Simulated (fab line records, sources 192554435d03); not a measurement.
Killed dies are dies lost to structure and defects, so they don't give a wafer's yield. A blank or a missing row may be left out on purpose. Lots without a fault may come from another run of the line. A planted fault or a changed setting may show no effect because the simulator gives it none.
Which tool did it? | flow n5_finfet | 11 lots, 33 wafers sampled, at 1 step of a route of 1938

WHAT THE GAUGES READ, wafer by wafer
N5_BEOL_M15_OVL_MEAS_11.
lot  | measured     | on         | V14_OVL (nm)
L233 | day 13 09:25 | overlay-01 | -6 -3 -8
L232 | day 13 10:30 | overlay-01 | -2 -7 -9
L237 | day 14 12:12 | overlay-02 | 5 -4 -3
L243 | day 15 02:12 | overlay-01 | -3 -1 -10
L240 | day 15 02:36 | overlay-02 | 7 7 3
L241 | day 15 08:13 | overlay-01 | -5 3 1
L244 | day 16 10:47 | overlay-01 | 1 0 -5
L250 | day 17 20:03 | overlay-01 | 7 16 8
L253 | day 18 00:38 | overlay-01 | 8 8 2
L252 | day 18 05:52 | overlay-01 | -3 -2 -1
L254 | day 18 08:33 | overlay-01 | 1 -1 3

WHICH TOOL RAN EACH LOT (tool, then ch and the chambers of the sampled wafers, then the start)
The record holds no process step before these readings.

THE ANSWER, worked out from the rows above alone
Rule: what is usual is taken from the lots themselves. Put in order of their means at a reading, lots are off if they are a third of the lots or fewer, leave a main group of 4 or more, and stand apart from it by a gap of 3 or more times the standard deviation of the main group's means; of several such gaps the widest counts. A main group whose means are all the same, to the digits that the tables above print for the reading, isn't used. A lot without any number at a reading at which 4 lots or more have one is off too. The other lots that the step has rows for count as sound.
No lot is off at any reading shown: from this, nothing can be told.

WHAT THE SIMULATOR HAD PUT IN
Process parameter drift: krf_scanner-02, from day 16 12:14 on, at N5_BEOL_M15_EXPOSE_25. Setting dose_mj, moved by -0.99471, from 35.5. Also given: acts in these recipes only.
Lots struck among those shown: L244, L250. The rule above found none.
